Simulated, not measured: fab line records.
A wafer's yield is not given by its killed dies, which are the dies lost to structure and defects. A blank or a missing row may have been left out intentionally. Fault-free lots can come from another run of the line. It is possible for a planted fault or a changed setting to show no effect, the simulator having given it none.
Chamber matching / flow nand-harc / NHARC_A_STAIRCASE_DEP_471 on pecvd-02 has 3 sister chambers
The step deposits SiO2, target thk 100 nm. 20 wafers are shown with their chamber, then 10 later ones without.

## EACH WAFER AND ITS CHAMBER
wafer=L075.1; chamber=0; throttle-valve-pct (%)=16.8; heater-power-w (W)=472
wafer=L075.4; chamber=1; throttle-valve-pct (%)=15.2; heater-power-w (W)=538
wafer=L075.5; chamber=2; throttle-valve-pct (%)=16.1; heater-power-w (W)=438
wafer=L081.4; chamber=0; throttle-valve-pct (%)=16.8; heater-power-w (W)=479
wafer=L081.5; chamber=1; throttle-valve-pct (%)=15.3; heater-power-w (W)=525
wafer=L081.6; chamber=2; throttle-valve-pct (%)=15.8; heater-power-w (W)=453
wafer=L082.1; chamber=2; throttle-valve-pct (%)=15.6; heater-power-w (W)=406
wafer=L082.2; chamber=1; throttle-valve-pct (%)=15.8; heater-power-w (W)=471
wafer=L082.4; chamber=2; throttle-valve-pct (%)=15.2; heater-power-w (W)=417
wafer=L084.2; chamber=2; throttle-valve-pct (%)=15.5; heater-power-w (W)=402
wafer=L084.3; chamber=0; throttle-valve-pct (%)=16.9; heater-power-w (W)=468
wafer=L084.6; chamber=1; throttle-valve-pct (%)=15.7; heater-power-w (W)=471
wafer=L084.1; chamber=1; throttle-valve-pct (%)=15.8; heater-power-w (W)=470
wafer=L084.4; chamber=0; throttle-valve-pct (%)=17.0; heater-power-w (W)=458
wafer=L084.5; chamber=2; throttle-valve-pct (%)=15.5; heater-power-w (W)=419
wafer=L086.1; chamber=2; throttle-valve-pct (%)=15.7; heater-power-w (W)=389
wafer=L086.2; chamber=1; throttle-valve-pct (%)=15.7; heater-power-w (W)=457
wafer=L086.4; chamber=1; throttle-valve-pct (%)=15.6; heater-power-w (W)=472
wafer=L089.1; chamber=1; throttle-valve-pct (%)=15.3; heater-power-w (W)=496
wafer=L089.3; chamber=0; throttle-valve-pct (%)=17.2; heater-power-w (W)=489

SIGNATURES (averages over the wafers above)
reading=throttle-valve-pct; chamber 0=16.940; chamber 1=15.550; chamber 2=15.629; scatter within a chamber=0.243
reading=heater-power-w; chamber 0=473.20; chamber 1=487.50; chamber 2=417.71; scatter within a chamber=23.6
Rule: a wafer's distance from a chamber is the root of the sum, over the readings, of the square of ((its reading less the chamber's mean) divided by the reading's scatter). The wafer belongs to the nearest chamber; if the next one is less than 2 further off, it can't be placed. The scatter: the root of (the sum of the squares of (reading less its chamber's mean) over the shown wafers, divided by (wafers less chambers)).

## WAFERS WITHOUT THEIR CHAMBER
wafer=L089.4; throttle-valve-pct (%)=16.9; heater-power-w (W)=488
wafer=L093.1; throttle-valve-pct (%)=15.8; heater-power-w (W)=527
wafer=L093.3; throttle-valve-pct (%)=15.7; heater-power-w (W)=416
wafer=L093.6; throttle-valve-pct (%)=15.9; heater-power-w (W)=528
wafer=L097.1; throttle-valve-pct (%)=17.2; heater-power-w (W)=538
wafer=L097.4; throttle-valve-pct (%)=15.8; heater-power-w (W)=425
wafer=L097.6; throttle-valve-pct (%)=16.9; heater-power-w (W)=388
wafer=L096.1; throttle-valve-pct (%)=16.8; heater-power-w (W)=477
wafer=L096.3; throttle-valve-pct (%)=15.9; heater-power-w (W)=394
wafer=L096.5; throttle-valve-pct (%)=16.0; heater-power-w (W)=400

## EACH ONE'S CHAMBER
wafer=L089.4; from the rows above=0; in truth=0
wafer=L093.1; from the rows above=1; in truth=1
wafer=L093.3; from the rows above=2; in truth=2
wafer=L093.6; from the rows above=1; in truth=1
wafer=L097.1; from the rows above=0; in truth=0
wafer=L097.4; from the rows above=2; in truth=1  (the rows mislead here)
wafer=L097.6; from the rows above=can't be placed: 0 or 2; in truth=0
wafer=L096.1; from the rows above=0; in truth=0
wafer=L096.3; from the rows above=2; in truth=2
wafer=L096.5; from the rows above=2; in truth=2
Correctly placed: 8 of 10. These rows do not allow placing 1 (true chamber among the candidates in 1). Wrongly placed: 1.
